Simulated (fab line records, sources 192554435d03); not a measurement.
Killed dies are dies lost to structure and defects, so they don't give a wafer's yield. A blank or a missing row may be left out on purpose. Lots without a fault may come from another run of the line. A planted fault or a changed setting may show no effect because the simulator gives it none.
A struck lot beside a sound one | flow n5_finfet | 40 steps out of a route of 1938
Sound: wafers L853.4, L853.5, L853.6. Struck: wafer L866.1. (L866.2, L866.5 of the same lot were not struck and are left out.) The cause comes at the end.
At each step with rows: each side's tool, then ch and its chambers, then its first start. Under that, the readings that differ: sound wafers | struck wafers | difference of the means | sigmas: that difference in standard deviations of wafers without a fault.
alike: readings whose means differ by less than 2 such deviations, and words and numbers that are the same on both sides. not compared: withheld readings, readings that some wafer has no value for, bounds like >300 that may hide the same value, and numbers for which the record gives no deviation and whose values overlap.
The two part at a step that has a row with sigmas, a row that says differs or no value, or rows on one side only. Numbers that don't overlap but have no deviation are shown without sigmas and don't part them. A reading that every wafer of one side lacks parts them only if that side has two wafers or more.

N5_MOL_CONTACT_COAG_SPUTTER_143: material Co, target thk 2.5 nm.
  sound on pvd_sputter-02, day 6 04:02; struck on pvd_sputter-02, day 9 03:19
  reading                  | sound                | struck | difference | sigmas
  chamber_pressure_pa (Pa) | 0.1997 0.2001 0.1996 | 0.2007 | +0.0009    | +2
  alike: throttle_valve_pct
N5_MOL_CONTACT_COAG_CO_FILL_22: material Co, precursor CCTBA/H2, target thk 20 nm.
  sound on cvd_co-02 ch 0, day 6 05:01; struck on cvd_co-02 ch 1, day 9 03:26
  alike: heater_power_w
N5_MOL_CONTACT_COAG_ANNEAL_113: time 300 s.
  sound on rtp_anneal-02 ch 0, day 6 06:22; struck on rtp_anneal-02 ch 0, day 9 04:04
  alike: lamp_power_pct, wafer_temp_C_max
then, 1 step without rows for these wafers: N5_MOL_CONTACT_COAG_PRE_CLEAN_142 (time 60 s).
N5_MOL_CONTACT_COAG_SPUTTER_130: material Co, target thk 47.5 nm.
  sound on pvd_sputter-02, day 6 07:22; struck on pvd_sputter-03, day 9 05:11
  alike: chamber_pressure_pa, throttle_valve_pct
then, 2 steps without rows for these wafers: N5_MOL_CONTACT_COAG_PRECLEAN_125 (cleans in DIW, time 57.5 s); N5_MOL_CONTACT_COAG_SRD_126 (dry time 32 s).
N5_MOL_CONTACT_COAG_CMP_23: polishes, stops on SiO2, t overpolish 1.5 s, target thk 0 nm.
  sound on cmp-03 ch 0,2,3, day 6 07:40; struck on cmp-03 ch 1, day 9 05:22
  alike: edge_zone_pressure_frac, head_pressure_psi, motor_current_A, overpolish_run_s, time_to_endpoint_s
then, 2 steps without rows for these wafers: N5_MOL_CONTACT_COAG_WET_ETCH_26 (target Co, target depth 13 nm); N5_MOL_CONTACT_COAG_WET_ETCH_116 (etches the open film in SC1-inhibited, target depth 4.6 nm, rinse time 30 s).
N5_MOL_CONTACT_COAG_ALD_27: deposits SiOC, target thk 17 nm, pulse time 1.5 s, time 2720 s.
  sound on ald_sin-01 ch 0,1,3, day 6 08:22; struck on ald_sin-01 ch 2, day 9 06:20
  alike: heater_power_w, precursor_pulse_height_rel
then, 1 step without rows for these wafers: N5_MOL_CONTACT_COAG_CMP_28 (polishes, stops on SiNx, t overpolish 0.85 s, target thk 14.522 nm).
N5_MOL_CONTACT_COAG_THK_MEAS_29:
  sound on film_metro-01, day 6 10:14; struck on film_metro-01, day 9 08:13
  alike: MD_CAP_THK
then, 11 steps without rows for these wafers: N5_MOL_CONTACT_COAG_ALD_123 (deposits SiNx, target thk 5 nm, pulse time 1 s, purge time 2 s); N5_MOL_CONTACT_COAG_PECVD_31 (deposits SiO2 from TEOS/O2, target thk 46 nm, time 8.9 s); N5_MOL_CONTACT_COAG_COAT_75 (time 60 s, resist thk 60 nm); N5_MOL_CONTACT_COAG_COAT_76 (time 60 s, resist thk 10 nm); N5_MOL_CONTACT_COAG_COAT_77 (time 60 s, resist thk 10 nm); N5_MOL_CONTACT_COAG_COAT_78 (resist thk 40 nm); N5_MOL_CONTACT_COAG_EBR_80; N5_MOL_CONTACT_COAG_SOFTBAKE_79 (time 60 s); N5_MOL_CONTACT_COAG_EXPOSE_81 (exposes mask VG, defocus 0 nm); N5_MOL_CONTACT_COAG_PEB_82 (peb time 60 s); N5_MOL_CONTACT_COAG_DEVELOP_83 (develop time 30 s).
N5_MOL_CONTACT_COAG_CD_MEAS_84: target cd 25.1 nm.
  sound on cd_sem-03 ch 0, day 6 12:28; struck on cd_sem-02 ch 0, day 9 09:05
  alike: cd_nm
N5_MOL_CONTACT_COAG_OVL_MEAS_85:
  sound on overlay-01 ch 0, day 6 12:31; struck on overlay-02 ch 0, day 9 09:07
  alike: VG_OVL
then, 13 steps without rows for these wafers: N5_MOL_CONTACT_COAG_DESCUM_88 (chemistry O2, time 7 s); N5_MOL_CONTACT_COAG_ETCH_89 (etches underlayer in N2/H2, target depth 13 nm, time 10.4 s); N5_MOL_CONTACT_COAG_ETCH_90 (etches SiARC in CF4, target depth 13 nm, time 21.7 s); N5_MOL_CONTACT_COAG_ALD_131 (deposits SiO2, target thk 5 nm, pulse time 1 s, co reactant pulse time 1 s); N5_MOL_CONTACT_COAG_ETCHBACK_132 (etches SiO2 in CHF3, target depth 10 nm, time 6.7 s); N5_MOL_CONTACT_COAG_ETCH_91 (etches SOC in N2/H2, target depth 60 nm, overetch 21 nm, time 101.2 s); N5_MOL_CONTACT_COAG_STRIP_92 (strips in N2/H2); N5_MOL_CONTACT_COAG_STRIP_93 (strips in N2/H2); N5_MOL_CONTACT_COAG_ETCHBACK_135 (etches SiO2 in CHF3, target depth 25 nm, time 16.7 s); N5_MOL_CONTACT_COAG_STRIP_118 (strips in CHF3); N5_MOL_CONTACT_COAG_VIA_ETCH_46 (etches SiO2 in C4F6/O2, target depth 46 nm, overetch 9.2 nm, time 40 s); N5_MOL_CONTACT_COAG_STRIP_96 (strips in N2/H2); N5_MOL_CONTACT_COAG_ETCH_47 (etches SiNx in CH3F/O2, stops on W, target depth 27 nm).
-- the record jumps here: 8 days lie between the struck wafers' starts before and after (it left off in module MOL_CONTACT_COAG and takes up again in module PASSIVATION, whose first step shown is number 1936 of the route) --
N5_PASSIVATION_PROBE_49:
  the record has rows for the struck wafers here (prober-01, day 17 03:40) and none for the sound ones

WHERE THEY PART
First at N5_MOL_CONTACT_COAG_SPUTTER_143; last, within this record, at N5_PASSIVATION_PROBE_49.

WHY: what the simulator had put in
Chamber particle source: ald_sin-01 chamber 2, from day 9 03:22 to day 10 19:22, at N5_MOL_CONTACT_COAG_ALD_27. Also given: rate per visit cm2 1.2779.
